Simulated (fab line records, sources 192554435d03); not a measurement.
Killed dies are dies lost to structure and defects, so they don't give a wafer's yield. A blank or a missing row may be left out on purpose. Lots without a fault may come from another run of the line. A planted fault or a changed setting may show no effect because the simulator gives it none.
A struck lot beside a sound one | flow n5_finfet | 38 steps out of a route of 1938
Sound: wafers L367.1, L367.2, L367.4. Struck: wafer L375.3. (L375.6 of the same lot was not struck and is left out.) The cause comes at the end.
At each step with rows: each side's tool, then ch and its chambers, then its first start. Under that, the readings that differ: sound wafers | struck wafers | difference of the means | sigmas: that difference in standard deviations of wafers without a fault.
alike: readings whose means differ by less than 2 such deviations, and words and numbers that are the same on both sides. not compared: withheld readings, readings that some wafer has no value for, bounds like >300 that may hide the same value, and numbers for which the record gives no deviation and whose values overlap.
The two part at a step that has a row with sigmas, a row that says differs or no value, or rows on one side only. Numbers that don't overlap but have no deviation are shown without sigmas and don't part them. A reading that every wafer of one side lacks parts them only if that side has two wafers or more.

first, 11 steps without rows for these wafers: N5_MOL_CONTACT_COAG_VIA_ETCH_117 (etches SiO2 in C4F6/O2, target depth 40 nm, overetch 8 nm, time 26 s); N5_MOL_CONTACT_COAG_ETCH_124 (etches SiNx in CH3F/O2, stops on SiOC, target depth 6.5 nm); N5_MOL_CONTACT_COAG_ETCH_48 (etches SiOC in C4F6/O2, target depth 15 nm, overetch 4.5 nm, time 17 s); N5_MOL_CONTACT_COAG_STRIP_72 (strips in N2/H2); N5_MOL_CONTACT_COAG_STRIP_49 (strips in N2/H2, time 30 s); N5_MOL_CONTACT_COAG_PRECLEAN_138 (cleans in alkaline clean, time 60 s); N5_MOL_CONTACT_COAG_SRD_139 (time 30 s); N5_MOL_CONTACT_COAG_PRE_CLEAN_121; N5_MOL_CONTACT_COAG_CVD_140 (deposits W, target thk 66.5 nm, time 215 s); N5_MOL_CONTACT_COAG_PRECLEAN_127 (cleans in DIW, time 57.5 s); N5_MOL_CONTACT_COAG_SRD_128 (dry time 32 s).
N5_MOL_CONTACT_COAG_CMP_52: polishes, stops on SiO2, t overpolish 1.5 s, target thk 66.5 nm.
  sound on cmp-02 ch 1,2,3, day 5 21:24; struck on cmp-02 ch 0, day 8 03:21
  reading                | sound             | struck | difference | sigmas
  overpolish_run_s (s)   | 1.495 1.499 1.510 | 0.035  | -1.466     | -99 or more
  time_to_endpoint_s (s) | 9.6 10.8 9.2      | 26.0   | +16.1      | +6
  alike: motor_current_A, pad_life_wafers, retaining_ring_pressure_frac
N5_MOL_CONTACT_COAG_THK_MEAS_53:
  sound on film_metro-02, day 5 21:39; struck on film_metro-02, day 8 03:39
  not compared: VIA_MOL_THK
then, 1 step without rows for these wafers: N5_MOL_CONTACT_COAG_ANNEAL_112 (time 1800 s).
N5_MOL_CONTACT_COAG_INSPECT_97: inspects for defects (darkfield).
  sound on defect_inspect-02, day 6 00:43; struck on defect_inspect-02, day 8 06:44
  reading          | sound    | struck | difference | sigmas
  raw_defect_count | 56 31 31 | 1176   | +1137      | +67
then, 21 steps without rows for these wafers: N5_BEOL_M0_SAQP_PECVD_00 (deposits SiCN from 3MS/NH3, target thk 8 nm, time 14 s); N5_BEOL_M0_SAQP_ILD_DEP_01 (deposits SiOC from DEMS/O2, target thk 45.419 nm, time 8.7 s); N5_BEOL_M0_SAQP_HM_DEP_02 (deposits TiN, target thk 12 nm); N5_BEOL_M0_SAQP_PECVD_03 (deposits SiCN from 3MS/NH3, target thk 12 nm, time 21.1 s); N5_BEOL_M0_SAQP_PECVD_96 (deposits a-Si from SiH4/He, target thk 45 nm, time 45.2 s); N5_BEOL_M0_SAQP_PECVD_97 (deposits SiNx from SiH4/NH3/N2, target thk 23 nm, time 19.9 s); N5_BEOL_M0_SAQP_PECVD_04 (deposits a-Si from SiH4/He, target thk 60 nm, time 60.2 s); N5_BEOL_M0_SAQP_HM_DEP_111 (deposits SiO2 from SiH4/N2O, target thk 12 nm, time 7.2 s); N5_BEOL_M0_SAQP_COAT_81 (time 60 s, resist thk 100 nm); N5_BEOL_M0_SAQP_COAT_82 (time 60 s, resist thk 30 nm); N5_BEOL_M0_SAQP_COAT_08 (resist thk 90 nm); N5_BEOL_M0_SAQP_EBR_10; N5_BEOL_M0_SAQP_SOFTBAKE_09 (time 60 s); N5_BEOL_M0_SAQP_EXPOSE_11 (exposes mask M0 CORE, target cd 42 nm); N5_BEOL_M0_SAQP_PEB_12 (peb time 60 s); N5_BEOL_M0_SAQP_DEVELOP_13 (develop time 30 s); N5_BEOL_M0_SAQP_DESCUM_19 (chemistry O2, time 7.9 s); N5_BEOL_M0_SAQP_ETCH_83 (etches SiARC in CF4, target depth 39 nm, time 65 s); N5_BEOL_M0_SAQP_ETCH_84 (etches SOC in N2/H2, target depth 100 nm, overetch 20 nm, time 150 s); N5_BEOL_M0_SAQP_STRIP_80 (strips in N2/H2); N5_BEOL_M0_SAQP_HM_OPEN_112 (chemistry CHF3/O2, target SiO2, stops on a-Si, target depth 12 nm, time 13.5 s).
N5_BEOL_M4_RC_MEAS_101:
  the record has rows for the sound wafers here (prober-02 ch 0, day 8 20:43) and none for the struck ones
-- the record jumps here: 8 days lie between the struck wafers' starts before and after (it left off in module BEOL_M4 and takes up again in module PASSIVATION, whose first step shown is number 1936 of the route) --
N5_PASSIVATION_PROBE_49:
  sound on prober-02, day 13 14:37; struck on prober-02, day 16 01:23
  reading                  | sound          | struck | difference | sigmas
  defect_limited_yield (%) | 90.4 90.7 91.4 | 0      | -91        | -70
  killed_at_contacts       | 23 11 6        | 1061   | +1048      | +99 or more
  killed_at_other          | 0 0 0          | 9      | +9         | +2
  killed_dies              | 113 110 102    | 1180   | +1072      | +71
  killed_on_rim            | 14 16 9        | 152    | +139       | +35
  sort_bin_8_speed (%)     | 0 0.34 0       | 0      | +0         | -4
  sort_n_pass              | 1067 1066 1078 | 0      | -1070      | -71
  sort_yield_pct (%)       | 90.4 90.3 91.4 | 0      | -91        | -70
  alike: killed_at_M0_to_M3, killed_at_M4_up, killed_at_front_end, killed_open, killed_short, sort_bin_5_function, sort_bin_6_memory

WHERE THEY PART
First at N5_MOL_CONTACT_COAG_CMP_52; last, within this record, at N5_PASSIVATION_PROBE_49.

WHY: what the simulator had put in
Process parameter drift: cmp-02, from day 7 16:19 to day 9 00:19, at N5_MOL_CONTACT_COAG_CMP_52. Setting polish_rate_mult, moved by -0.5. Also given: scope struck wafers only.
